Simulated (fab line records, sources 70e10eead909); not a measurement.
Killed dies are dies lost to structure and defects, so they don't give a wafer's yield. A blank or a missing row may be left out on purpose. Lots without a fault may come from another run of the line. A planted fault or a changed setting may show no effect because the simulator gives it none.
fab line records | flow nand_harc
record lots=12 wafers=36 last_day=25
route steps=1159 shown A_STAIRCASE@726 A_SGD_CUT@762 A_SLIT@781 END@1159
lots that met no fault: from a run of the same line without faults
start_h: hours from the record's first day to the start of the lot's first wafer shown | wait_h: hours since the lot's step before | " the same as in the row above | L1.1+2: a row that stands for several wafers | - no value, or no start given | * or withheld: withheld | < > ~ a bound
route shown NAME@n: a module of which the file shows steps, and the number in the route of the first | usual: mean/standard deviation of fault-free wafers | same: alike in all rows | chamber/n: place in a boat | sites: the reading at each site | _std_site: their standard deviation | _edge_site: outer sites' mean less inner sites' | radius_mm: how far each site lies from the wafer's centre | mask NAME#n: copy n | behind: the tool/chamber that last shaped the wafer | hold: why the lot was held/for how many hours/how that ended | device: the transistor (n, p or np) that didn't switch | end of line: the same wafers' tests at the end of the route | a step without rows: its recipe alone | killed: dies lost to structure and defects at the first sort, not the wafer's yield | map: a wafer's dies, x killed, . not, _ none there
set.NAME: the setting as run; set.NAME@STEP: as run at that earlier step | model.NAME: the simulator's own value behind a step, which no gauge read
steps of the route over a sample of lots; a table a step, a row a wafer
services: from which hour (start_h, from the record's first day; less than 0 if before it) a tool's chamber was out of use, for how many hours, and why
## steps
# step NHARC_A_STAIRCASE_DESCUM_443
# recipe time_s=3 o2_flow_sccm=200 ar_flow_sccm=0 bias_power_w=0 chemistry=O2
# usual drypump_motor_current_A=5.8/0.53 oes_product_au=0.999/0.014 rf_vpp_V=57.8/0.97 showerhead_plenum_p_Torr=1.89/0.088 throttle_valve_pct=11.311/0.0097
# columns lot.wafer tool chamber start_h wait_h drypump_motor_current_A oes_product_au rf_hours_counter_h rf_vpp_V showerhead_plenum_p_Torr throttle_valve_pct
L491.2 rie_diel-03 0 295.21 - 6.1 1.020 27 57.9 1.84 11.307
L491.1 " 2 " " 5.9 0.999 24 57.7 1.78 11.322
L491.6 " 0 " " 6.1 1.006 - 57.3 1.84 11.316
L492.4 rie_diel-13 3 317.02 - 6.1 1.029 13 57.6 1.78 11.296
L492.2 " 1 " " 5.8 0.997 12 56.8 1.82 11.303
L492.5 " 0 " " 5.9 0.977 - 56.8 1.90 11.300
L494.2 rie_diel-04 0 326.49 - 6.7 0.986 6 58.1 1.95 11.301
L494.4 " 3 " " 5.6 0.999 7 56.7 1.80 11.311
L494.6 " 0 " " 6.7 0.995 - 57.4 1.95 11.303
L498.4 rie_diel-04 0 337.76 - 6.7 0.990 12 58.0 1.94 11.314
L498.2 " 2 " " 5.6 0.994 13 57.0 1.94 11.323
L498.5 " 0 " " 6.7 1.000 - 58.9 1.94 11.293
L508.3 rie_diel-13 0 401.88 - 5.9 0.996 40 58.7 1.89 11.319
L508.1 " 2 " " 5.2 0.982 41 60.5 2.04 11.304
L508.5 " 0 " " 5.9 0.985 - 56.5 1.89 11.304
L506.4 rie_diel-04 3 401.92 - 5.6 0.998 35 56.5 1.79 11.304
L506.2 " 0 " " 6.7 0.988 34 57.9 1.94 11.320
L506.6 " 3 " " 5.6 0.995 - 55.6 1.79 11.320
L507.1 rie_diel-13 1 417.39 - 5.8 1.012 41 55.8 1.81 11.320
L507.2 " 2 " " 5.2 0.982 47 57.8 2.04 11.306
L507.4 " 0 " " 5.9 0.998 44 59.2 1.89 11.318
L509.4 rie_diel-03 0 417.55 - 6.1 0.996 7 59.0 1.83 11.303
L509.2 " 2 " " 5.9 1.009 5 58.2 2.07 11.322
L509.5 " 0 " " 6.1 1.012 - 57.6 1.83 11.298
L513.1 rie_diel-03 2 438.92 - 5.9 1.014 12 58.2 2.07 11.312
L513.6 " 3 " " 6.1 0.995 - 59.3 1.98 11.314
L513.5 " 0 " " 6.1 1.000 - 55.9 1.83 11.317
L510.2 rie_diel-04 3 439.07 - 5.6 1.005 47 56.8 1.78 11.315
L510.3 " 0 " " 6.7 0.992 46 59.2 1.93 11.317
L510.5 " 3 " " 5.6 0.997 - 56.8 1.78 11.312
L511.3 rie_diel-13 1 439.23 - 5.8 1.012 50 57.0 1.81 11.305
L511.1 " 2 " " 5.2 0.979 57 57.5 2.04 11.314
L511.5 " 1 " " 5.8 1.002 - 57.7 1.81 11.318
L512.4 rie_diel-13 3 446.00 - 6.1 1.026 59 58.3 1.76 11.302
L512.1 " 0 " " 5.9 0.994 56 57.8 1.89 11.316
L512.6 " 0 " " 5.9 0.983 - 58.1 1.89 11.309
# step NHARC_A_STAIRCASE_CMP_152
# usual motor_current_A=12.0/0.84
# columns lot.wafer tool chamber start_h wait_h motor_current_A
L491.1 cmp-02 1 298.50 0.1 10.9
L491.2 " 2 " " 12.7
L491.6 " 1 " " 10.7
L492.2 cmp-02 2 320.22 0.1 12.6
L492.4 " 3 " " 12.7
L492.5 " 2 " " 12.5
L494.4 cmp-03 0 329.76 0.1 11.0
L494.2 " 1 " " 11.0
L494.6 " 1 " " 11.1
L498.2 cmp-03 2 341.01 0.1 11.8
L498.4 " 3 " " 12.0
L498.5 " 1 " " 11.5
L508.3 cmp-02 2 405.24 0.1 12.1
L508.1 " 3 " " 12.9
L508.5 " 1 " " 10.8
L506.2 cmp-04 1 406.55 0.1 12.2
L506.4 " 3 " " 13.3
L506.6 " 1 " " 11.7
L507.4 cmp-02 0 420.61 0.1 13.3
L507.2 " 2 " " 12.8
L507.1 " 3 " " 13.2
L509.4 cmp-02 1 420.79 0.1 10.6
L509.2 " 0 " " 12.4
L509.5 " 1 " " 10.4
L513.1 cmp-03 1 442.23 0.1 11.2
L513.5 " 0 " " 10.4
L513.6 " 1 " " 11.4
L511.1 cmp-04 1 442.75 0.1 12.2
L511.3 " 3 " " 13.2
L511.5 " 1 " " 11.8
L510.3 cmp-02 3 442.77 0.1 12.8
L510.2 " 0 " " 12.9
L510.5 " 0 " " 12.7
L512.4 cmp-04 1 449.36 0.1 12.1
L512.1 " 0 " " 12.9
L512.6 " 2 " " 11.3
# step NHARC_A_SGD_CUT_ETCH_58
# recipe target_depth_a=390 over_etch_frac=0.3 time_s=65 ion_energy_ev=80 cf4_flow_sccm=150 ar_flow_sccm=0 rf_w=300 bias_w=100 chemistry=CF4
# usual drypump_motor_current_A=5.7/0.37 oes_product_au=0.997/0.013 rf_fwd_power_W=297.5/1.2 rf_vpp_V=151.2/1.2 showerhead_plenum_p_Torr=1.76/0.063 throttle_valve_pct=13.283/0.01
# columns lot.wafer tool chamber start_h wait_h drypump_motor_current_A oes_product_au rf_fwd_power_W rf_hours_counter_h rf_vpp_V showerhead_plenum_p_Torr throttle_valve_pct
L491.2 rie_diel-02 2 301.69 0.1 5.9 0.999 297.4 13 151.3 1.88 13.282
L491.1 " 1 " " 6.5 0.984 297.4 14 149.9 1.72 13.287
L491.6 " 2 " " 5.9 0.994 297.9 - 152.3 1.88 13.286
L492.4 rie_diel-02 2 323.09 0.1 5.9 0.987 297.3 17 152.5 1.88 13.292
L492.2 " 3 " " 5.8 1.000 297.6 16 151.4 1.78 13.279
L492.5 " 1 " " 6.5 0.988 299.7 - 149.8 1.72 13.282
L494.4 rie_diel-12 2 332.42 0.1 5.5 0.997 297.2 10 149.8 1.72 13.294
L494.2 " 0 " " 5.9 1.018 298.3 9 150.8 1.78 13.284
L494.6 " 2 " " 5.5 0.991 299.9 - 150.3 1.72 13.277
L498.2 rie_diel-12 1 343.88 0.1 5.6 1.005 297.5 7 149.5 1.77 13.283
L498.4 " 0 " " 6.0 0.751 176.9 10 151.9 1.78 13.272
L498.5 " 2 " " 5.5 0.993 295.6 - 149.6 1.72 13.276
L508.1 rie_diel-10 1 408.12 0.1 5.7 1.007 296.5 5 153.4 1.78 13.296
L508.3 " 3 " " 5.4 0.999 297.3 5 152.6 1.79 13.281
L508.5 " 1 " " 5.6 0.995 296.8 - 150.9 1.78 13.298
L506.2 rie_diel-02 3 409.35 0.1 5.8 1.014 296.5 6 151.2 1.78 13.279
L506.4 " 0 " " 5.9 1.002 296.8 7 152.7 1.86 13.290
L506.6 " 2 " " 5.9 0.992 295.9 - 154.4 1.87 13.286
L509.4 rie_diel-12 2 423.77 0.1 5.5 0.985 298.4 2 150.1 1.72 13.278
L509.2 " 0 " " 5.9 1.006 296.7 2 152.6 1.78 13.278
L509.5 " 3 " " 5.1 0.993 298.0 - 150.9 1.65 13.303
L507.2 rie_diel-02 1 423.98 0.1 6.5 1.002 298.5 8 149.5 1.72 13.281
L507.4 " 3 " " 5.8 1.017 297.8 8 151.0 1.78 13.264
L507.1 " 0 " " 5.8 1.011 296.0 8 153.0 1.86 13.276
L513.1 rie_diel-10 1 445.05 0.1 5.6 0.976 295.1 10 152.6 1.77 13.289
L513.6 " 1 " " 5.6 0.984 296.0 - 151.0 1.77 13.287
L513.5 " 2 " " 5.0 0.988 297.0 - 150.8 1.73 13.285
L511.3 rie_diel-12 0 445.59 0.1 5.9 0.985 297.4 5 151.6 1.78 13.283
L511.1 " 1 " " 5.6 0.996 296.3 3 151.3 1.77 13.275
L511.5 " 1 " " 5.6 0.990 296.8 - 150.8 1.77 13.276
L510.2 rie_diel-02 0 445.95 0.1 5.9 1.009 297.1 11 152.9 1.86 13.276
L510.3 " 3 " " 5.8 1.024 297.8 11 151.0 1.78 13.269
L510.5 " 1 " " 6.5 0.981 298.4 - 151.2 1.72 13.312
L512.4 rie_diel-12 2 452.44 0.1 5.5 0.975 299.3 5 150.7 1.72 13.300
L512.1 " 1 " " 5.6 0.993 297.8 4 150.7 1.77 13.288
L512.6 " 3 " " 5.1 0.977 297.3 - 149.1 1.65 13.265
# step NHARC_A_SLIT_DEP_23
# recipe target_thk_a=1000 target_thk_nm=100 temp_c=400 pressure_torr=3.5 flow_sccm=200 rf_w=350 material=SiON
# usual heater_power_w=773/83
# columns lot.wafer tool chamber start_h wait_h heater_power_w
L491.1 pecvd-03 0 320.97 1.6 684
L491.2 " 2 " " 838
L491.6 " 0 " " 694
L492.2 pecvd-03 1 331.71 1.4 802
L492.4 " 2 " " 837
L492.5 " 0 " " 629
L494.2 pecvd-01 1 343.81 1.4 855
L494.6 " 0 " " 833
L494.4 " 1 " " 854
L498.2 pecvd-02 1 356.42 1.4 864
L498.5 " 0 " " 723
L508.1 pecvd-03 0 422.75 1.8 747
L508.3 " 1 " " 760
L508.5 " 1 " " 771
L506.2 pecvd-03 1 424.62 1.3 833
L506.4 " 1 " " 819
L506.6 " 0 " " 603
L509.2 pecvd-01 2 434.35 1.4 691
L509.4 " 0 " " 859
L509.5 " 2 " " 696
L507.1 pecvd-01 0 434.49 1.7 876
L507.2 " 1 " " 796
L507.4 " 0 " " 889
L513.1 pecvd-01 0 455.44 1.7 839
L513.6 " 1 " " 841
L513.5 " 0 " " 842
L511.3 pecvd-03 1 455.60 1.0 790
L511.1 " 2 " " 802
L511.5 " 1 " " 819
L510.2 pecvd-02 2 456.34 1.4 725
L510.3 " 0 " " 702
L510.5 " 2 " " 703
L512.1 pecvd-01 0 461.44 1.9 768
L512.4 " 1 " " 914
L512.6 " 2 " " 708
# step NHARC_END_SORT_01
# recipe temp_c=25
# usual killed_at_array=24/8.7 killed_at_other=0.8/1.2 killed_at_periphery=3.6/2.3 killed_dies=28/8.9 killed_open=3.2/1.9 killed_short=2.0/1.6
# same gross_dies=677
# columns lot.wafer tool chamber start_h wait_h hold killed_at_array killed_at_other killed_at_periphery killed_dies killed_open killed_short
L491.1 prober-02 0 464.84 2.5 - 28 1 2 31 2 2
L491.2 prober-02 0 465.64 2.8 - 23 0 2 25 4 1
L491.6 prober-02 0 468.85 4.0 - 17 0 2 19 1 3
L492.2 prober-01 0 465.41 2.8 - 12 0 0 12 1 0
L492.4 prober-01 0 467.01 3.4 - 14 0 1 15 3 2
L492.5 prober-01 0 467.80 3.7 - 18 0 0 18 2 0
L494.2 prober-02 0 473.42 2.8 - 27 0 3 30 4 2
L494.4 prober-02 0 474.97 3.3 - 27 1 4 32 1 5
L494.6 prober-02 0 476.52 3.9 - 26 1 1 28 5 3
L498.2 prober-02 0 481.13 2.8 await_dispo/1.4h/release 16 0 2 18 4 4
L498.4 prober-02 0 482.72 3.4 await_dispo/1.4h/release 672 0 5 677 6 2
L498.5 prober-02 0 483.52 3.7 await_dispo/1.4h/release 17 0 1 18 4 2
L508.1 prober-02 0 546.14 2.5 - 31 0 1 32 0 1
L508.3 prober-02 0 547.75 3.1 - 36 0 1 37 1 3
L508.5 prober-02 0 549.37 3.7 - 30 0 0 30 2 1
L507.1 prober-02 0 561.88 2.5 - 37 0 6 43 0 3
L507.2 prober-02 0 562.67 2.8 - 21 0 9 30 3 1
L507.4 prober-02 0 564.24 3.4 - 23 0 4 27 1 2
L506.2 prober-01 0 562.53 2.8 - 36 1 2 39 5 3
L506.4 prober-01 0 564.14 3.4 - 28 0 1 29 2 5
L506.6 prober-01 0 565.75 4.0 - 34 2 3 39 1 4
L511.1 prober-02 0 569.59 2.5 - 25 0 2 27 5 1
L511.3 prober-02 0 571.19 3.1 - 33 0 3 36 3 3
L511.5 prober-02 0 572.80 3.7 - 39 0 3 42 5 1
L509.2 prober-01 0 570.34 2.8 - 7 0 3 10 3 0
L509.4 prober-01 0 571.94 3.4 - 11 1 6 18 1 3
L509.5 prober-01 0 572.74 3.7 - 12 1 5 18 2 2
L513.1 prober-01 0 577.35 2.5 - 18 2 0 20 2 0
L513.5 prober-01 0 580.56 3.7 - 18 0 1 19 0 1
L513.6 prober-01 0 581.37 4.0 - 26 0 2 28 3 7
L510.2 prober-02 0 578.21 2.8 - 21 0 5 26 1 1
L510.3 prober-02 0 579.01 3.1 - 24 1 3 28 3 1
L510.5 prober-02 0 580.62 3.7 - 29 0 3 32 4 1
L512.1 prober-02 0 585.23 2.5 - 25 3 2 30 4 1
L512.4 prober-02 0 587.64 3.4 - 15 3 4 22 3 2
L512.6 prober-02 0 589.24 4.0 - 16 3 3 22 3 0
# killed by level:class
L491.1 A_SLIT:chamber_film_flake=13 A_M1:chamber_film_flake=4 A_CHANNEL_HOLE_D1:chamber_film_flake=3 A_STAIRCASE:chamber_film_flake=2 A_CONTACT:chamber_film_flake=2 P_CONTACT:geometric_particle:short=1 A_CHANNEL_FILL_D1:geometric_particle:short=1 A_CHANNEL_FILL_D1:geometric_particle:open=1
L492.2 A_SLIT:chamber_film_flake=5 A_STAIRCASE:chamber_film_flake=3 A_CONTACT:chamber_film_flake=2 A_CONTACT:geometric_particle:open=1 A_CHANNEL_HOLE_D1:chamber_film_flake=1
L491.2 A_SLIT:chamber_film_flake=10 A_CONTACT:chamber_film_flake=6 A_M1:chamber_film_flake=4 A_CONTACT:geometric_particle:open=2 P_CONTACT:geometric_particle:open=1 P_M0:geometric_particle:short=1 A_SOURCE_PLATE:geometric_particle:open=1
L492.4 A_CHANNEL_HOLE_D1:chamber_film_flake=4 A_SLIT:chamber_film_flake=3 A_CHANNEL_FILL_D1:geometric_particle:open=1 A_SGD_CUT:geometric_particle:open=1 A_WL_FILL:geometric_particle:short=1 A_CONTACT:geometric_particle:open=1 A_CONTACT:geometric_particle:short=1 P_ZERO_WELL:chamber_film_flake=1
L492.5 A_SLIT:chamber_film_flake=8 A_CHANNEL_HOLE_D1:chamber_film_flake=5 A_CONTACT:chamber_film_flake=2 A_ONON_D1:geometric_particle:open=1 A_CHANNEL_HOLE_D1:geometric_particle:open=1 A_STAIRCASE:chamber_film_flake=1
L491.6 A_SLIT:chamber_film_flake=11 A_CONTACT:chamber_film_flake=2 P_STI:geometric_particle:short=1 P_BONDPAD:geometric_particle:short=1 A_CHANNEL_FILL_D1:geometric_particle:open=1 A_SGD_CUT:geometric_particle:short=1 A_CHANNEL_HOLE_D1:chamber_film_flake=1 A_STAIRCASE:chamber_film_flake=1
L494.2 A_SLIT:chamber_film_flake=10 A_CHANNEL_HOLE_D1:chamber_film_flake=9 A_SGD_CUT:geometric_particle:short=2 A_CONTACT:geometric_particle:open=2 P_STI:chamber_film_flake=2 P_GATE:geometric_particle:open=1 A_WL_FILL:geometric_particle:open=1 A_CHANNEL_FILL_D1:chamber_film_flake=1
L494.4 A_CHANNEL_HOLE_D1:chamber_film_flake=13 A_SLIT:chamber_film_flake=7 P_STI:chamber_film_flake=4 A_ONON_D1:geometric_particle:short=2 A_CONTACT:chamber_film_flake=2 A_BLC:geometric_particle:open=1 A_BLC:geometric_particle:short=1 A_M1:geometric_particle:short=1
L494.6 A_SLIT:chamber_film_flake=8 A_CHANNEL_HOLE_D1:chamber_film_flake=7 A_STAIRCASE:chamber_film_flake=4 A_BLC:geometric_particle:open=2 A_SOURCE_PLATE:geometric_particle:open=1 A_CHANNEL_FILL_D1:geometric_particle:short=1 A_WL_FILL:geometric_particle:short=1 A_BLC:geometric_particle:short=1
L498.2 A_STAIRCASE:chamber_film_flake=4 A_CONTACT:chamber_film_flake=4 A_WL_FILL:geometric_particle:short=3 P_GATE:geometric_particle:open=1 P_M1:geometric_particle:open=1 A_ONON_D1:geometric_particle:open=1 A_M0:geometric_particle:short=1 A_M0:geometric_particle:open=1
L498.4 A_SGD_CUT:area_etch=654 A_CHANNEL_HOLE_D1:chamber_film_flake=5 A_STAIRCASE:chamber_film_flake=4 A_CONTACT:chamber_film_flake=4 P_M0:geometric_particle:open=2 P_GATE:geometric_particle:open=1 P_M1:geometric_particle:open=1 A_ONON_D1:geometric_particle:short=1
L498.5 A_STAIRCASE:chamber_film_flake=4 A_CONTACT:chamber_film_flake=4 A_M0:geometric_particle:open=2 A_WL_FILL:geometric_particle:short=1 A_WL_FILL:geometric_particle:open=1 A_BLC:geometric_particle:open=1 A_M0:geometric_particle:short=1 P_STI:chamber_film_flake=1
L508.1 A_CHANNEL_HOLE_D1:chamber_film_flake=22 A_SLIT:chamber_film_flake=9 P_CONTACT:geometric_particle:short=1
L508.3 A_CHANNEL_HOLE_D1:chamber_film_flake=17 A_SLIT:chamber_film_flake=13 A_ONON_D1:geometric_particle:short=1 A_CHANNEL_FILL_D1:geometric_particle:short=1 A_CONTACT:geometric_particle:short=1 A_CONTACT:geometric_particle:open=1 P_M0:chamber_film_flake=1 A_STAIRCASE:chamber_film_flake=1
L508.5 A_CHANNEL_HOLE_D1:chamber_film_flake=13 A_SLIT:chamber_film_flake=11 A_CHANNEL_FILL_D1:geometric_particle:open=1 A_BLC:geometric_particle:short=1 A_M1:geometric_particle:open=1 A_CHANNEL_FILL_D1:chamber_film_flake=1 A_WL_FILL:chamber_film_flake=1 A_BLC:chamber_film_flake=1
L507.1 A_SLIT:chamber_film_flake=19 A_BLC:chamber_film_flake=6 A_CHANNEL_HOLE_D1:chamber_film_flake=3 A_CONTACT:chamber_film_flake=3 P_ZERO_WELL:chamber_film_flake=2 P_M0:chamber_film_flake=2 A_BONDPAD:chamber_film_flake=2 A_STAIRCASE:geometric_particle:short=1
L506.2 A_SLIT:chamber_film_flake=18 A_CHANNEL_HOLE_D1:chamber_film_flake=8 A_CONTACT:geometric_particle:open=3 A_CONTACT:chamber_film_flake=3 P_M1:geometric_particle:open=1 P_M2:geometric_particle:short=1 A_ONON_D1:geometric_particle:short=1 A_CHANNEL_FILL_D1:geometric_particle:open=1
L507.2 A_SLIT:chamber_film_flake=8 A_CHANNEL_HOLE_D1:chamber_film_flake=6 P_M0:chamber_film_flake=4 P_ZERO_WELL:chamber_film_flake=3 A_M0:geometric_particle:open=2 A_CONTACT:chamber_film_flake=2 P_M2:geometric_particle:open=1 A_SGD_CUT:geometric_particle:short=1
L506.4 A_SLIT:chamber_film_flake=12 A_CHANNEL_HOLE_D1:chamber_film_flake=6 A_STAIRCASE:chamber_film_flake=3 A_ONON_D1:geometric_particle:short=2 P_M0:geometric_particle:short=1 A_CHANNEL_FILL_D1:geometric_particle:open=1 A_STAIRCASE:geometric_particle:short=1 A_CONTACT:geometric_particle:open=1
L507.4 A_SLIT:chamber_film_flake=10 A_BLC:chamber_film_flake=5 A_CHANNEL_HOLE_D1:chamber_film_flake=3 P_ZERO_WELL:chamber_film_flake=2 A_CONTACT:chamber_film_flake=2 A_STAIRCASE:geometric_particle:open=1 A_WL_FILL:geometric_particle:short=1 P_GATE:chamber_film_flake=1
L506.6 A_SLIT:chamber_film_flake=15 A_CHANNEL_HOLE_D1:chamber_film_flake=13 P_GATE:geometric_particle:short=2 A_STAIRCASE:chamber_film_flake=2 THIN_TSV:chamber_film_flake=2 A_WL_FILL:geometric_particle:short=1 A_BLC:geometric_particle:open=1 A_M1:geometric_particle:short=1
L511.1 A_SLIT:chamber_film_flake=14 A_M1:geometric_particle:open=2 A_STAIRCASE:chamber_film_flake=2 A_CONTACT:chamber_film_flake=2 P_M0:geometric_particle:open=1 A_WL_FILL:geometric_particle:short=1 A_BLC:geometric_particle:open=1 A_M0:geometric_particle:open=1
L509.2 A_CHANNEL_HOLE_D1:chamber_film_flake=4 P_M1:geometric_particle:open=1 A_ONON_D1:geometric_particle:open=1 A_M0:geometric_particle:open=1 P_GATE:chamber_film_flake=1 P_BONDPAD:chamber_film_flake=1 A_CHANNEL_FILL_D1:chamber_film_flake=1
L511.3 A_SLIT:chamber_film_flake=19 A_CHANNEL_HOLE_D1:chamber_film_flake=4 A_CHANNEL_FILL_D1:chamber_film_flake=2 A_CONTACT:chamber_film_flake=2 P_M0:geometric_particle:short=1 P_M0:geometric_particle:open=1 A_SOURCE_PLATE:geometric_particle:open=1 A_CHANNEL_HOLE_D1:geometric_particle:short=1
L509.4 A_CHANNEL_HOLE_D1:chamber_film_flake=7 P_M0:geometric_particle:short=2 P_STI:chamber_film_flake=2 P_GATE:chamber_film_flake=2 A_CHANNEL_FILL_D1:geometric_particle:short=1 A_CONTACT:geometric_particle:open=1 A_SLIT:chamber_film_flake=1 A_BLC:chamber_film_flake=1
L509.5 P_STI:chamber_film_flake=4 A_CHANNEL_HOLE_D1:chamber_film_flake=2 A_CHANNEL_FILL_D1:chamber_film_flake=2 A_STAIRCASE:chamber_film_flake=2 A_CHANNEL_FILL_D1:geometric_particle:open=1 A_SGD_CUT:geometric_particle:short=1 A_CONTACT:geometric_particle:open=1 A_M1:geometric_particle:short=1
L511.5 A_SLIT:chamber_film_flake=21 A_STAIRCASE:chamber_film_flake=4 A_CONTACT:chamber_film_flake=4 A_CHANNEL_HOLE_D1:chamber_film_flake=3 A_WL_FILL:geometric_particle:open=2 P_BONDPAD:geometric_particle:open=1 A_ONON_D1:geometric_particle:short=1 A_ONON_D1:geometric_particle:open=1
L513.1 A_CHANNEL_HOLE_D1:chamber_film_flake=7 A_CONTACT:chamber_film_flake=3 A_BLC:geometric_particle:open=1 A_M0:geometric_particle:open=1 A_ZERO_WELL:chamber_film_flake=1 A_CHANNEL_FILL_D1:chamber_film_flake=1 A_STAIRCASE:chamber_film_flake=1 A_SGD_CUT:chamber_film_flake=1
L510.2 A_CHANNEL_HOLE_D1:chamber_film_flake=15 A_CHANNEL_FILL_D1:chamber_film_flake=3 P_GATE:chamber_film_flake=2 A_ZERO_WELL:chamber_film_flake=2 P_CONTACT:geometric_particle:short=1 P_M0:geometric_particle:open=1 P_ZERO_WELL:chamber_film_flake=1 A_BONDPAD:chamber_film_flake=1
L510.3 A_CHANNEL_HOLE_D1:chamber_film_flake=16 P_GATE:chamber_film_flake=2 A_CHANNEL_FILL_D1:chamber_film_flake=1 A_SGD_CUT:geometric_particle:short=1 A_SGD_CUT:geometric_particle:open=1 A_CONTACT:geometric_particle:open=1 A_BLC:geometric_particle:open=1 P_ZERO_WELL:chamber_film_flake=1
L513.5 A_CHANNEL_HOLE_D1:chamber_film_flake=12 A_CHANNEL_FILL_D1:chamber_film_flake=3 A_ONON_D1:geometric_particle:short=1 P_ZERO_WELL:chamber_film_flake=1 A_ZERO_WELL:chamber_film_flake=1 A_CONTACT:chamber_film_flake=1
L510.5 A_CHANNEL_HOLE_D1:chamber_film_flake=18 A_STAIRCASE:chamber_film_flake=3 P_M0:geometric_particle:open=1 A_CHANNEL_HOLE_D1:geometric_particle:open=1 A_CHANNEL_FILL_D1:geometric_particle:open=1 A_WL_FILL:geometric_particle:short=1 A_CONTACT:geometric_particle:open=1 P_ZERO_WELL:chamber_film_flake=1
L513.6 A_CHANNEL_HOLE_D1:chamber_film_flake=10 A_STAIRCASE:chamber_film_flake=5 A_ONON_D1:geometric_particle:short=2 A_WL_FILL:geometric_particle:short=2 A_CHANNEL_FILL_D1:chamber_film_flake=2 P_M0:geometric_particle:short=1 P_M0:geometric_particle:open=1 A_CHANNEL_HOLE_D1:geometric_particle:short=1
L512.1 A_CHANNEL_HOLE_D1:chamber_film_flake=12 A_CONTACT:chamber_film_flake=6 THIN_TSV:chamber_film_flake=2 P_M0:geometric_particle:open=1 A_SOURCE_PLATE:geometric_particle:open=1 A_SGD_CUT:geometric_particle:open=1 A_M0:geometric_particle:short=1 P_STI:chamber_film_flake=1
L512.4 A_CHANNEL_HOLE_D1:chamber_film_flake=8 THIN_TSV:chamber_film_flake=3 P_M1:geometric_particle:open=2 P_ZERO_WELL:chamber_film_flake=2 A_STAIRCASE:chamber_film_flake=2 A_SOURCE_PLATE:geometric_particle:short=1 A_CHANNEL_HOLE_D1:geometric_particle:short=1 A_BLC:geometric_particle:open=1
L512.6 A_CHANNEL_HOLE_D1:chamber_film_flake=8 A_STAIRCASE:chamber_film_flake=4 THIN_TSV:chamber_film_flake=3 A_CONTACT:chamber_film_flake=2 P_GATE:geometric_particle:open=1 A_CONTACT:geometric_particle:open=1 A_M0:geometric_particle:open=1 P_STI:chamber_film_flake=1
## services
# columns tool chamber start_h hours kind
rie_diel-13 - 276.36 9.0 pm
rie_diel-04 0 281.10 27.7 repair
rie_diel-12 1 282.08 6.6 repair
cmp-02 - 285.34 0.7 repair
rie_diel-04 3 289.98 12.9 repair
rie_diel-04 - 290.56 9.0 pm
pecvd-03 - 292.08 13.0 pm
cmp-02 - 301.02 0.5 repair
pecvd-01 0 309.91 8.5 repair
rie_diel-12 1 313.79 10.2 repair
cmp-02 - 324.50 4.0 pm
rie_diel-02 - 327.20 0.3 repair
rie_diel-02 - 328.00 9.0 pm
cmp-02 - 345.18 5.6 repair
rie_diel-12 - 379.41 9.0 pm
cmp-02 - 387.00 2.2 repair
rie_diel-04 - 398.54 0.6 repair
rie_diel-04 - 410.76 0.4 repair
pecvd-01 0 415.73 4.8 repair
pecvd-03 2 415.73 9.6 repair
pecvd-01 - 418.39 13.0 pm
cmp-02 - 422.50 4.0 pm
pecvd-01 2 453.02 6.8 repair
rie_diel-13 - 453.37 9.0 pm
## key
first_sign step=NHARC_A_SGD_CUT_ETCH_58 reading=rf_fwd_power_W direction=down sigmas=98 usual=* struck=*
effect step=NHARC_A_SGD_CUT_ETCH_58 reading=oes_product_au direction=down sigmas=18 usual=0.997 struck=0.751
effect step=NHARC_END_SORT_01 reading=killed_at_array direction=up sigmas=74 usual=24 struck=672
more_kills_born_at NHARC_A_SGD_CUT_ETCH_58@rie_diel-12=654
met_at NHARC_A_SGD_CUT_ETCH_58
struck_lots L498
struck_wafers L498.4
later_rows_left_out L498.4
tester_left_out L498
not_acting_at NHARC_A_STAIRCASE_DESCUM_443,NHARC_A_STAIRCASE_CMP_152,NHARC_A_SLIT_DEP_23
onset_between 332.42 343.88
fault kind=process_parameter_drift tool=rie_diel-12 chamber=0 onset_h=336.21 steps=NHARC_A_SGD_CUT_ETCH_58 channel=rf_w offset=* shape=step end_h=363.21 acts_in=* stated=*
# tester_left_out: of these lots the tester's yield and bins aren't shown, on N5 and GAA mostly nor the transistor test; their killed dies are dies lost to structure and defects alone, not to doping, threshold or leakage, so they don't give the yield
# later_rows_left_out: the simulator's readings of these wafers behind a module that went badly wrong aren't trusted and aren't shown, but for the sort
